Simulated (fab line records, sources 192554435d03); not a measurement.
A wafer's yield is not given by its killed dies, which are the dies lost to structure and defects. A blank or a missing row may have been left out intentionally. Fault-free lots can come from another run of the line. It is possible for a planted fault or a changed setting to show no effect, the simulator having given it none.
Chamber matching -- flow n5_finfet -- N5_MOL_CONTACT_COAG_CONTACT_ETCH_14 on rie_diel-04 has 4 sister chambers
The step etches SiO2 in C4F6/O2, target depth 27.5 nm, overetch 8.5 nm, time 20 s. 4 wafers are shown with their chamber, then 9 later ones without.

## WAFERS WITH THEIR CHAMBER
wafer,chamber,throttle_valve_pct (%)
L087.2,1,21.22
L087.3,0,21.33
L090.1,3,21.62
L090.6,2,21.22

## WAFERS MISSING THEIR CHAMBER
wafer,throttle_valve_pct (%)
L094.2,21.36
L094.3,21.64
L094.5,21.36
L095.1,21.23
L095.2,21.64
L095.4,21.26
L096.2,21.25
L096.3,21.25
L096.4,21.64

## EACH ONE'S CHAMBER
wafer,from the rows above,in truth
L094.2,0,0
L094.3,3,3
L094.5,0,0
L095.1,can't be placed: 1 or 2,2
L095.2,3,3
L095.4,can't be placed: 1 or 2 or 0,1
L096.2,can't be placed: 1 or 2 or 0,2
L096.3,can't be placed: 1 or 2 or 0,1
L096.4,3,3
5 of 9 placed correctly. These rows do not allow placing 4 (true chamber among the candidates in 4). Placed wrongly: 0.
How it was worked out, from the rows above alone: a wafer's distance from a chamber is the root of the sum, over the readings, of the square of ((its reading less the chamber's mean) divided by the reading's scatter). If the next closest chamber is less than 2 further off than the closest, the wafer can't be placed; otherwise it belongs to the closest. For every chamber, the mean is computed from those of its wafers that are shown. The scatter (one wafer shown for each chamber): square how far every hidden wafer sits from the nearest shown wafer, average those squares and take the square root.
